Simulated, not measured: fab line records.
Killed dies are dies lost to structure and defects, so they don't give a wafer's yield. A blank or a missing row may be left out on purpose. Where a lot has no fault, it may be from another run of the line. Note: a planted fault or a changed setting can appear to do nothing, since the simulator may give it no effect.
One fault through the eyes of 3 desks | flow nand-harc | numbers are kept per desk, each desk with only its own; the story behind them comes last

== AT THE TOOL OWNER'S DESK: rie-diel-11 ==
The tool's own readings at NHARC_P_M2_ETCH_28 (etches the open film in CF4/N2, target depth 30 nm, time 72.99 s): means of the sampled wafers that have a number, for each lot that ran on this tool. The brackets show how far a lot's mean lies from the usual mean; more than 4 standard deviations puts the lot out of limits, marked OUT.
Columns: A = drypump-motor-current-A at NHARC_P_M2_ETCH_28, usual 5.7 A; B = oes-product-au at NHARC_P_M2_ETCH_28, usual 0.998 a.u.; C = rf-vpp-V at NHARC_P_M2_ETCH_28, usual 314.5 V; D = showerhead-plenum-p-Torr at NHARC_P_M2_ETCH_28, usual 2.65 Torr; E = throttle-valve-pct at NHARC_P_M2_ETCH_28, usual 19.793 %
lot  | first seen here | A   | B                | C     | D    | E
L164 | day 10 19:49    | 5.5 | 0.950 (-4.0) OUT | 315.6 | 2.73 | 19.785
L166 | day 11 08:59    | 5.9 | 0.893 (-8.7) OUT | 313.4 | 2.61 | 19.786
L172 | day 13 21:53    | 5.8 | 0.983            | 314.9 | 2.67 | 19.794
L176 | day 15 20:34    | 5.7 | 0.983            | 314.7 | 2.67 | 19.796
This desk finds L164, L166 out of limits, L164 being first, at day 10 19:49 (oes-product-au at NHARC_P_M2_ETCH_28). L172, L176: within limits.

== THE METROLOGY DESK ==
Lot by lot, what the gauges showed, no matter which tool ran the lot: averages of those sampled wafers that carry a number. The brackets show how far a lot's mean lies from the usual mean; more than 4 standard deviations puts the lot out of limits, marked OUT.
Columns: A = cd-nm at NHARC_P_M2_CD_MEAS_09, usual 169.8 nm; B = overlay-x-nm at NHARC_P_M2_OVL_MEAS_10, usual 0.0 nm; C = overlay-y-nm at NHARC_P_M2_OVL_MEAS_10, usual 0.1 nm; D = cd-nm at NHARC_P_M2_CD_MEAS_16, usual 169.5 nm
lot  | first seen here | A     | B    | C    | D
L155 | day 6 16:46     | 170.6 | 0.6  | -0.2 | 170.8
L164 | day 10 19:01    | 169.8 | 0.0  | -0.9 | 169.4
L165 | day 10 21:40    | 169.9 | -0.4 | 2.5  | 169.0
L166 | day 11 08:11    | 169.8 | 0.6  | -1.3 | 170.1
L172 | day 13 21:04    | 170.0 | -0.9 | -0.2 | 170.2
L176 | day 15 19:46    | 169.2 | -0.0 | 1.5  | 168.6
This desk's finding: nothing out of limits on any of the 6 lots.

== THE DEFECT DESK ==
Per lot, the means of the sampled wafers with a number show what the inspections along the route counted. The brackets show how far a lot's mean lies from the usual mean; more than 4 standard deviations puts the lot out of limits, marked OUT.
Columns: A = raw-defect-count at NHARC_P_M2_INSPECT_11, usual 4.3
lot  | first seen here | A
L155 | day 6 16:53     | 4.0
L164 | day 10 19:08    | 4.3
L165 | day 10 21:47    | 5.3
L166 | day 11 08:19    | 3.0
L172 | day 13 21:12    | 7.0
L176 | day 15 19:53    | 5.0
This desk's finding: nothing out of limits on any of the 6 lots.

== TAKEN TOGETHER ==
An alarm could have come from the tool owner's desk at day 10 19:49, on L164, L166.
Metrology desk: nothing out of limits seen.
The defect desk saw nothing out of limits.
The metrology desk holds a record of L164, L166, inside its limits.
The defect desk has L164, L166 on record, within its limits.
All the named lots went through NHARC_P_M2_ETCH_28 on rie-diel-11.

== WHAT WAS PUT IN BY THE SIMULATOR ==
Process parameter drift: rie-diel-11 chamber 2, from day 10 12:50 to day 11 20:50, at NHARC_P_M2_ETCH_28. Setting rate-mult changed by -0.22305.
Struck lots among those shown: L164, L166.
Time in hours from fault onset to the first out-of-limits reading at each desk: the tool owner's desk, 7.
